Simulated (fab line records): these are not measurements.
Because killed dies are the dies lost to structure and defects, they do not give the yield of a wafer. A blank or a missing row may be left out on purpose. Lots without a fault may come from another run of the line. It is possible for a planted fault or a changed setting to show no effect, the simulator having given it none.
Which of the tools did it? ; flow n5Finfet ; 24 lots, 72 wafers sampled, at 4 steps of a route of 1938

## WHAT THE GAUGES SHOWED, per wafer
N5_SD_EPI_N_OVL_MEAS_10. Usual: SD_N_BLK_OVL 0.2 nm, standard deviation 0.7.
lot;measured;on;SD_N_BLK_OVL (nm);flag
L074;day 3 03:59;overlay-02;1.2 1.6 1.0;
L075;day 3 07:41;overlay-02;-0.5 -0.7 -0.5;
L076;day 3 12:47;overlay-02;0.1 0.7 -0.1;
L077;day 3 20:48;overlay-01;0.3 -0.1 0.6;
L078;day 4 01:44;overlay-01;-0.2 -0.7 -0.6;
L079;day 4 07:31;overlay-01;-0.5 0.8 -0.2;
L080;day 4 11:40;overlay-02;-0.8 0.0 1.1;
L081;day 4 17:29;overlay-02;-0.7 -1.5 0.5;
L082;day 5 06:03;overlay-02;-0.2 0.2 0.2;
L083;day 5 11:45;overlay-01;-0.9 -0.9 -0.4;
L084;day 5 18:06;overlay-01;1.1 1.1 0.8;
L085;day 5 23:48;overlay-02;0.1 1.1 0.2;
L086;day 6 09:40;overlay-02;-1.2 0.0 -0.4;
L087;day 6 13:55;overlay-02;-0.3 0.2 1.0;
L088;day 6 17:04;overlay-02;-0.2 0.9 -0.4;
L089;day 6 21:39;overlay-01;-0.1 0.6 0.6;
L090;day 7 03:37;overlay-01;0.6 0.0 0.6;
L091;day 7 08:03;overlay-01;-0.4 0.5 -0.9;
L092;day 7 14:07;overlay-02;-0.5 0.1 1.2;
L093;day 7 17:33;overlay-01;0.3 1.8 1.3;
L094;day 8 01:37;overlay-01;0.8 2.0 1.4;
L095;day 8 09:32;overlay-01;-0.2 -0.2 0.2;
L096;day 8 12:47;overlay-02;1.0 0.0 1.1;
L097;day 8 19:24;overlay-02;0.4 0.1 0.6;

N5_SDB_INSPECT_36: inspects for defects (darkfield). Usual: rawDefectCount at 37, with a standard deviation of 16.
lot;measured;on;rawDefectCount;flag
L074;day 4 01:53;defectInspect-02;22 39 32;
L075;day 4 04:01;defectInspect-02;57 35 45;
L076;day 4 08:45;defectInspect-02;37 39 34;
L077;day 4 16:50;defectInspect-01;19 52 51;
L078;day 4 22:31;defectInspect-01;52 53 45;
L079;day 5 04:37;defectInspect-02;29 16 36;
L080;day 5 10:58;defectInspect-01;35 29 39;
L081;day 5 17:03;defectInspect-01;36 33 39;
L082;day 6 04:18;defectInspect-02;73 35 26;
L083;day 6 10:29;defectInspect-02;63 55 53;
L084;day 6 14:55;defectInspect-01;32 60 38;
L085;day 6 20:24;defectInspect-01;17 19 15;
L086;day 7 06:13;defectInspect-01;21 25 24;
L087;day 7 10:31;defectInspect-01;18 22 35;
L088;day 7 13:49;defectInspect-02;28 48 27;
L089;day 7 17:40;defectInspect-02;41 21 20;
L090;day 8 01:28;defectInspect-01;27 44 39;
L091;day 8 05:32;defectInspect-02;16 45 46;
L092;day 8 10:05;defectInspect-01;38 87 90;
L093;day 8 17:31;defectInspect-01;20 35 34;
L094;day 8 22:16;defectInspect-02;46 40 25;
L095;day 9 06:07;defectInspect-01;27 35 27;
L096;day 9 09:59;defectInspect-02;39 36 39;
L097;day 9 16:33;defectInspect-02;22 49 43;

## TOOL THAT RAN EACH LOT (tool first, then ch and the chambers of the sampled wafers, then the start)
lot;N5_SPACER0_ALD_00;N5_SD_EPI_N_ETCH_16
L074;aldSin-03 ch 0,1,3, day 3 03:08;rieDiel-06 ch 1,3, day 3 04:40
L075;aldSin-04 ch 1,2,3, day 3 06:51;rieDiel-05 ch 1,2,3, day 3 08:25
L076;aldSin-04 ch 1,2, day 3 11:56;rieDiel-05 ch 0,1,3, day 3 13:28
L077;aldSin-04 ch 0,1,3, day 3 19:57;rieDiel-06 ch 1,3, day 3 21:28
L078;aldSin-04 ch 2,3, day 4 00:53;rieDiel-06 ch 2,3, day 4 02:29
L079;aldSin-01 ch 0,2,3, day 4 06:49;rieDiel-05 ch 0,2,3, day 4 08:19
L080;aldSin-01 ch 2,3, day 4 10:49;rieDiel-05 ch 0,2,3, day 4 12:20
L081;aldSin-04 ch 0,1, day 4 16:38;rieDiel-05 ch 0,3, day 4 18:10
L082;aldSin-04 ch 1,2, day 5 05:11;rieDiel-05 ch 0,3, day 5 06:59
L083;aldSin-04 ch 1,3, day 5 11:02;rieDiel-05 ch 0,2,3, day 5 12:25
L084;aldSin-04 ch 1,2,3, day 5 17:16;rieDiel-05 ch 0,1,2, day 5 18:47
L085;aldSin-03 ch 1,2,3, day 5 22:57;rieDiel-03 ch 1,2,3, day 6 00:39
L086;aldSin-01 ch 2,3, day 6 08:57;rieDiel-06 ch 0,2, day 6 10:37
L087;aldSin-04 ch 0,1,3, day 6 13:04;rieDiel-03 ch 0,2, day 6 14:38
L088;aldSin-03 ch 0,1,3, day 6 16:13;rieDiel-03 ch 0,2,3, day 6 17:46
L089;aldSin-04 ch 2,3, day 6 20:49;rieDiel-06 ch 0,3, day 6 22:22
L090;aldSin-01 ch 0,1,3, day 7 02:46;rieDiel-05 ch 0,1,2, day 7 04:45
L091;aldSin-04 ch 1,2,3, day 7 07:20;rieDiel-06 ch 1,2,3, day 7 08:43
L092;aldSin-04 ch 1,2, day 7 13:16;rieDiel-05 ch 0,1,2, day 7 14:47
L093;aldSin-03 ch 0,1,3, day 7 16:50;rieDiel-03 ch 1,3, day 7 18:39
L094;aldSin-01 ch 0,1,2, day 8 00:53;rieDiel-06 ch 0,1,3, day 8 02:43
L095;aldSin-01 ch 0,1,2, day 8 08:49;rieDiel-05 ch 0,1, day 8 10:58
L096;aldSin-03 ch 1,2, day 8 11:56;rieDiel-05 ch 1,2, day 8 13:28
L097;aldSin-03 ch 0,3, day 8 18:41;rieDiel-03 ch 0,2, day 8 20:17
- N5_SPACER0_ALD_00: deposits SiOCN, target thk 3.5 nm, pulse time 3 s, purge time 2 s.
- N5_SD_EPI_N_ETCH_16: etches SiO2 in CHF3/O2, target depth 5 nm.

## AS READ BY THE TOOLS THEMSELVES (means over the sampled wafers that have a number; for cases with no such wafer, the mark the record gives instead)
N5_SPACER0_ALD_00. Usual: heaterPowerW 846 W, standard deviation 110; precursorPulseHeightRel 1.001, standard deviation 0.021.
lot;tool;heaterPowerW (W);precursorPulseHeightRel;flag
L074;aldSin-03;849;0.977;
L075;aldSin-04;855;1.017;
L076;aldSin-04;915;0.991;
L077;aldSin-04;776;0.994;
L078;aldSin-04;839;0.999;
L079;aldSin-01;844;0.996;
L080;aldSin-01;932;0.998;
L081;aldSin-04;763;0.998;
L082;aldSin-04;838;0.998;
L083;aldSin-04;788;1.016;
L084;aldSin-04;842;1.001;
L085;aldSin-03;886;1.008;
L086;aldSin-01;897;1.005;
L087;aldSin-04;774;0.999;
L088;aldSin-03;854;0.988;
L089;aldSin-04;902;1.002;
L090;aldSin-01;775;0.997;
L091;aldSin-04;850;0.971;
L092;aldSin-04;841;1.010;
L093;aldSin-03;862;1.014;
L094;aldSin-01;850;0.990;
L095;aldSin-01;850;0.999;
L096;aldSin-03;855;0.996;
L097;aldSin-03;891;0.987;

N5_SD_EPI_N_ETCH_16. Usual: biasW 170.0 W, standard deviation 0.51; drypumpMotorCurrentA 5.5 A, standard deviation 0.53; oesProductAu 0.78 a.u., standard deviation 0.1; rfVppV 520 V, standard deviation 13; showerheadPlenumPTorr 2.40 Torr, standard deviation 0.058; throttleValvePct 18.98 %, standard deviation 0.21.
lot;tool;biasW (W);drypumpMotorCurrentA (A);oesProductAu (a.u.);rfVppV (V);showerheadPlenumPTorr (Torr);throttleValvePct (%);flag
L074;rieDiel-06;170.4;5.5;0.71;519;2.45;19.22;
L075;rieDiel-05;169.7;5.3;0.74;521;2.39;18.97;
L076;rieDiel-05;169.8;5.7;0.80;527;2.41;18.97;
L077;rieDiel-06;170.0;5.5;0.70;520;2.44;19.23;
L078;rieDiel-06;169.6;4.8;0.69;514;2.48;19.17;
L079;rieDiel-05;169.9;5.6;0.83;513;2.36;18.96;
L080;rieDiel-05;170.6;5.6;0.81;512;2.36;18.95;
L081;rieDiel-05;170.0;6.0;0.87;518;2.38;18.95;
L082;rieDiel-05;170.1;6.0;0.79;520;2.39;19.00;
L083;rieDiel-05;170.1;5.6;0.81;512;2.36;18.98;
L084;rieDiel-05;170.0;5.3;0.86;518;2.38;18.84;
L085;rieDiel-03;169.6;5.7;0.79;531;2.43;18.93;
L086;rieDiel-06;169.4;4.9;0.76;510;2.40;18.95;
L087;rieDiel-03;170.3;6.1;0.76;535;2.41;19.08;
L088;rieDiel-03;170.4;5.9;0.77;535;2.43;18.97;
L089;rieDiel-06;170.0;5.0;0.77;513;2.50;19.03;
L090;rieDiel-05;170.4;5.3;0.84;518;2.37;18.85;
L091;rieDiel-06;169.4;5.1;0.68;516;2.42;19.23;
L092;rieDiel-05;170.2;5.3;0.83;518;2.37;18.87;
L093;rieDiel-03;170.1;5.6;0.79;530;2.41;18.91;
L094;rieDiel-06;169.6;5.3;0.75;513;2.46;19.06;
L095;rieDiel-05;169.5;5.3;0.86;532;2.41;18.77;
L096;rieDiel-05;169.8;4.9;0.77;512;2.35;18.90;
L097;rieDiel-03;170.8;5.9;0.92;536;2.43;18.77;

## THE ANSWER, worked out from the rows above alone
Rule: a lot is off if the mean of its wafers that have a number lies more than 3 standard deviations from the usual mean. A lot without any number at a reading at which 4 lots or more have one is off too. Any other lot the step has rows for is counted as sound. The gauges are gone through in route order, then the tools' own readings, and for those a lot's mean is taken as printed above. The first step at which some lot is off is used, and at that step the reading that is off furthest; a lot without a number counts as furthest.
Across all readings shown, no lot is off: no conclusion can be drawn from this.

## WHAT WAS PUT IN BY THE SIMULATOR
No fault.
